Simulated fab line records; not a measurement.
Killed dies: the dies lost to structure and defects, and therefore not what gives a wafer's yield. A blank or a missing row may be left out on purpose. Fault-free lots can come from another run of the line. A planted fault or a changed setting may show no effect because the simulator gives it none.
Which tool was responsible? ; flow nandHarc ; 12 lots, 34 wafers sampled, at 5 steps of a route of 1159

## WHAT THE GAUGES READ, wafer by wafer
NHARC_A_BLC_CD_MEAS_10: target cd 100 nm.
lot;measured;on;cdNm (nm)
L498;day 17 08:20;cdSem-01;100.3 100.0 99.0
L499;day 17 17:46;cdSem-02;100.2 98.7 99.3
L500;day 17 21:55;cdSem-01;100.2 99.2 99.7
L506;day 19 08:47;cdSem-03;100.4 100.5 100.2
L508;day 20 00:59;cdSem-03;100.3
L509;day 20 01:44;cdSem-03;101.0 100.3 100.0
L513;day 21 03:08;cdSem-01;100.6 100.3 99.2
L512;day 21 03:54;cdSem-02;100.0 100.0 101.0
L514;day 22 04:22;cdSem-02;100.5 101.1 100.6
L519;day 22 19:44;cdSem-02;99.2 100.1 98.8
L517;day 23 04:01;cdSem-01;99.7 100.8 100.6
L521;day 23 04:46;cdSem-02;99.8 99.8 99.0

NHARC_END_SORT_01.
lot;measured;on;killedAtArray;killedAtOther;killedAtPeriphery;killedDies;killedOpen;killedShort
L514;day 24 18:03;prober-01;42 43 41;1 0 1;6 4 0;49 47 42;5 6 0;4 2 2
L517;day 25 10:31;prober-01;24 30 30;0 0 0;2 1 6;26 31 36;1 5 9;4 1 0

## EACH LOT AND THE TOOL THAT RAN IT (in order: tool; ch and the chambers of the sampled wafers; start)
lot;NHARC_A_CONTACT_ETCH_110;NHARC_A_BLC_ETCH_17;NHARC_A_BLC_ETCH_18
L498;rieDiel-05 ch 1,2,3, day 16 17:54;rieDiel-01 ch 0,1,2, day 17 08:42;rieDiel-01 ch 0,2,3, no start
L499;rieDiel-07 ch 1,2,3, day 17 15:05;rieDiel-09 ch 1,2,3, day 17 18:07;rieDiel-09 ch 0,2,3, no start
L500;rieDiel-07 ch 0,2, day 17 19:17;rieDiel-03 ch 1,3, day 17 22:16;rieDiel-03 ch 0,2,3, no start
L506;rieDiel-11 ch 1,3, day 19 06:08;rieDiel-09 ch 0,2, day 19 09:09;rieDiel-09 ch 1,3, no start
L508;rieDiel-07 ch 1, day 19 17:36;rieDiel-03 ch 2, day 20 01:34;rieDiel-03 ch 2, no start
L509;rieDiel-07 ch 0,1,3, day 19 21:17;rieDiel-09 ch 1,2,3, day 20 02:05;rieDiel-09 ch 0,2,3, no start
L513;rieDiel-05 ch 0,1,2, day 20 19:21;rieDiel-09 ch 0,2,3, day 21 03:35;rieDiel-09 ch 0,3, no start
L512;rieDiel-07 ch 2,3, day 20 20:13;rieDiel-01 ch 0,2,3, day 21 04:21;rieDiel-01 ch 1,2,3, no start
L514;rieDiel-05 ch 0,3, day 21 23:25;rieDiel-09 ch 0,1,3, day 22 04:46;rieDiel-09 ch 1,2,3, day 24 18:03 or earlier
L519;rieDiel-11 ch 1,3, day 22 17:11;rieDiel-09 ch 0,1, day 22 20:06;rieDiel-09 ch 0,3, no start
L517;rieDiel-07 ch 0,1,2, day 23 01:17;rieDiel-03 ch 0,1,2, day 23 04:23;rieDiel-03 ch 1,2,3, day 25 10:31 or earlier
L521;rieDiel-07 ch 0,2, day 23 01:38;rieDiel-09 ch 1,2,3, day 23 05:07;rieDiel-09 ch 0,2,3, no start
- NHARC_A_CONTACT_ETCH_110: etches the open film in CF4/O2, target depth 50 nm, overetch 5 nm, time 27.5 s.
- NHARC_A_BLC_ETCH_17: etches the open film in N2/H2, target depth 390 nm, time 609.38 s.
- NHARC_A_BLC_ETCH_18: etches the open film in C4F8/O2/Ar, target depth 910 nm.

## WHAT THE TOOLS THEMSELVES READ (means of the sampled wafers that have a number; where no wafer has one, the mark that the record gives instead)
NHARC_A_CONTACT_ETCH_110.
lot;tool;drypumpMotorCurrentA (A);mfcArSccm (sccm);oesProductAu (a.u.);rfVppV (V);runLengthS (s);showerheadPlenumPTorr (Torr);throttleValvePct (%)
L498;rieDiel-05;5.5;0.000;0.992;196.3;48.9;1.28;13.403
L499;rieDiel-07;6.2;0.011;1.004;198.4;49.3;1.37;13.397
L500;rieDiel-07;6.2;0.012;1.010;196.8;49.2;1.29;13.401
L506;rieDiel-11;5.2;0.000;1.005;195.6;48.9;1.25;13.400
L508;rieDiel-07;6.3;0.008;1.013;199.5;48.9;1.37;13.427
L509;rieDiel-07;5.7;0.016;1.004;199.3;48.8;1.41;13.389
L513;rieDiel-05;5.5;0.005;1.001;197.0;49.0;1.27;13.398
L512;rieDiel-07;5.9;0.014;0.991;197.5;49.0;1.37;13.394
L514;rieDiel-05;5.6;0.011;1.003;196.9;48.8;1.26;13.390
L519;rieDiel-11;5.2;0.000;0.981;196.7;49.0;1.25;13.389
L517;rieDiel-07;6.1;0.013;1.002;198.3;48.9;1.37;13.401
L521;rieDiel-07;6.3;0.012;1.001;197.9;49.2;1.35;13.405

NHARC_A_BLC_ETCH_17.
lot;tool;drypumpMotorCurrentA (A);mfcArSccm (sccm);oesProductAu (a.u.);rfVppV (V);runLengthS (s);showerheadPlenumPTorr (Torr);throttleValvePct (%)
L498;rieDiel-01;5.8;0.010;1.003;428.3;631.1;1.97;14.177
L499;rieDiel-09;5.5;0.021;0.998;427.9;630.2;1.95;14.165
L500;rieDiel-03;5.8;0.014;1.010;426.5;630.8;1.89;14.168
L506;rieDiel-09;5.3;0.003;1.004;427.8;630.5;1.94;14.181
L508;rieDiel-03;5.7;0.014;1.006;431.9;613.9;2.05;14.181
L509;rieDiel-09;5.6;0.021;0.999;427.7;630.3;1.94;14.167
L513;rieDiel-09;5.8;0.008;1.000;427.8;630.2;1.94;14.167
L512;rieDiel-01;5.7;0.021;1.006;426.9;630.8;1.92;14.164
L514;rieDiel-09;5.8;0.020;0.986;427.4;630.3;1.95;14.180
L519;rieDiel-09;5.2;0.027;1.000;428.5;630.7;1.97;14.179
L517;rieDiel-03;5.8;0.018;1.006;430.1;631.1;1.99;14.172
L521;rieDiel-09;5.6;0.021;0.993;427.9;630.2;1.94;14.177

NHARC_A_BLC_ETCH_18.
lot;tool;oesProductAu (a.u.);rfVppV (V)
L498;rieDiel-01;0.980;971
L499;rieDiel-09;0.972;972
L500;rieDiel-03;0.982;976
L506;rieDiel-09;0.970;972
L508;rieDiel-03;0.971;980
L509;rieDiel-09;0.977;971
L513;rieDiel-09;0.977;973
L512;rieDiel-01;0.925;975
L514;rieDiel-09;0.961;971
L519;rieDiel-09;0.976;972
L517;rieDiel-03;0.925;972
L521;rieDiel-09;0.969;971

## THE ANSWER, worked out from the rows above alone
Rule: usual is defined by the lots themselves. The widest of any qualifying gaps counts: lots, ordered by their means at a reading, are off when they make up no more than a third of the lots, leave a main group of 4 or more, and stand apart from it by 3 or more times the standard deviation of that group's means. If all means in a main group match to the digits the tables above print for the reading, that group is not used. A lot without any number at a reading at which 4 lots or more have one is off too. The other lots that the step has rows for count as sound. The gauges are gone through in route order, then the tools' own readings, and for those a lot's mean is taken as printed above. At the first step where some lot is off, the reading lying furthest off is the one used; lots without a number count as furthest.
Off: L508 (NHARC_A_CONTACT_ETCH_110, throttleValvePct). The main group has a mean of 13.397 % with a standard deviation of 0.0055.
If a tool, at that step or one of the process steps before it, ran each lot that is off and ran no sound lot following the first of them, it fits. Not one of the candidates tried fits.

## WHAT THE SIMULATOR HAD PUT IN
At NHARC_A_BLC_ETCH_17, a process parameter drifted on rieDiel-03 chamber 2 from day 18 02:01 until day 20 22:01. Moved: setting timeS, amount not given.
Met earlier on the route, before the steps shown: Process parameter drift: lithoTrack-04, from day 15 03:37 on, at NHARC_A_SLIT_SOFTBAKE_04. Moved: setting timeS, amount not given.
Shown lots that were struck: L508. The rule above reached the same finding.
